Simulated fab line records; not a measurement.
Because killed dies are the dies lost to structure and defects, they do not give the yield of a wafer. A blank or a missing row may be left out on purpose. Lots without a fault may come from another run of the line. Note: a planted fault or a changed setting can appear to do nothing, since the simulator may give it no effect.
Matching of chambers / flow nand harc / 3 sister chambers for NHARC_A_STAIRCASE_DEP_259 on pecvd-04
The step deposits SiON, target thk 30 nm. 16 wafers are shown with their chamber, then 8 later ones without.

== WAFERS, EACH WITH ITS CHAMBER ==
wafer=L075.1; chamber=0; heater power w (W)=782; rf fwd power W (W)=348.0
wafer=L075.2; chamber=1; heater power w (W)=748; rf fwd power W (W)=348.1
wafer=L075.6; chamber=2; heater power w (W)=672; rf fwd power W (W)=348.0
wafer=L077.1; chamber=2; heater power w (W)=770; rf fwd power W (W)=347.2
wafer=L077.2; chamber=0; heater power w (W)=889; rf fwd power W (W)=346.7
wafer=L077.6; chamber=0; heater power w (W)=862; rf fwd power W (W)=346.8
wafer=L081.2; chamber=1; heater power w (W)=799; rf fwd power W (W)=349.3
wafer=L081.3; chamber=0; heater power w (W)=810; rf fwd power W (W)=349.9
wafer=L081.4; chamber=1; heater power w (W)=773; rf fwd power W (W)=348.8
wafer=L079.2; chamber=2; heater power w (W)=710; rf fwd power W (W)=347.7
wafer=L079.4; chamber=0; heater power w (W)=862; rf fwd power W (W)=348.9
wafer=L079.5; chamber=2; heater power w (W)=732; rf fwd power W (W)=346.7
wafer=L089.2; chamber=2; heater power w (W)=702; rf fwd power W (W)=348.7
wafer=L089.5; chamber=2; heater power w (W)=716; rf fwd power W (W)=348.2
wafer=L089.6; chamber=0; heater power w (W)=769; rf fwd power W (W)=349.2
wafer=L088.3; chamber=0; heater power w (W)=849; rf fwd power W (W)=348.1

SIGNATURES (means of the wafers above)
reading=heater power w; chamber 0=831.86; chamber 1=773.33; chamber 2=717.00; scatter within a chamber=38.2
reading=rf fwd power W; chamber 0=348.229; chamber 1=348.733; chamber 2=347.750; scatter within a chamber=0.958
Rule: for each reading, subtract the chamber's mean from the wafer's reading, divide by that reading's scatter and square the result; add these up over the readings and take the root, which gives the wafer's distance from the chamber. The wafer belongs to the nearest chamber; if the next one is less than 2 further off, it can't be placed. The scatter: the root of (the sum of the squares of (reading less its chamber's mean) over the shown wafers, divided by (wafers less chambers)).

== WAFERS WITHOUT THEIR CHAMBER ==
wafer=L088.5; heater power w (W)=815; rf fwd power W (W)=346.9
wafer=L088.6; heater power w (W)=849; rf fwd power W (W)=349.0
wafer=L092.1; heater power w (W)=878; rf fwd power W (W)=350.7
wafer=L092.4; heater power w (W)=887; rf fwd power W (W)=351.6
wafer=L092.5; heater power w (W)=786; rf fwd power W (W)=349.0
wafer=L097.2; heater power w (W)=793; rf fwd power W (W)=347.3
wafer=L097.3; heater power w (W)=719; rf fwd power W (W)=345.8
wafer=L097.4; heater power w (W)=718; rf fwd power W (W)=347.5

== WHICH CHAMBER EACH WENT THROUGH ==
wafer=L088.5; from the rows above=can't be placed: 0 or 1 or 2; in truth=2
wafer=L088.6; from the rows above=can't be placed: 0 or 1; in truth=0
wafer=L092.1; from the rows above=can't be placed: 0 or 1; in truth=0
wafer=L092.4; from the rows above=can't be placed: 0 or 1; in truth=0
wafer=L092.5; from the rows above=can't be placed: 1 or 0 or 2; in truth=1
wafer=L097.2; from the rows above=can't be placed: 0 or 1 or 2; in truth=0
wafer=L097.3; from the rows above=can't be placed: 2 or 1 or 0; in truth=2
wafer=L097.4; from the rows above=can't be placed: 2 or 1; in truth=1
Placed correctly: 0 of 8. Not placeable from these rows: 8 (in 8, the candidates include the true chamber). Wrongly placed: 0.
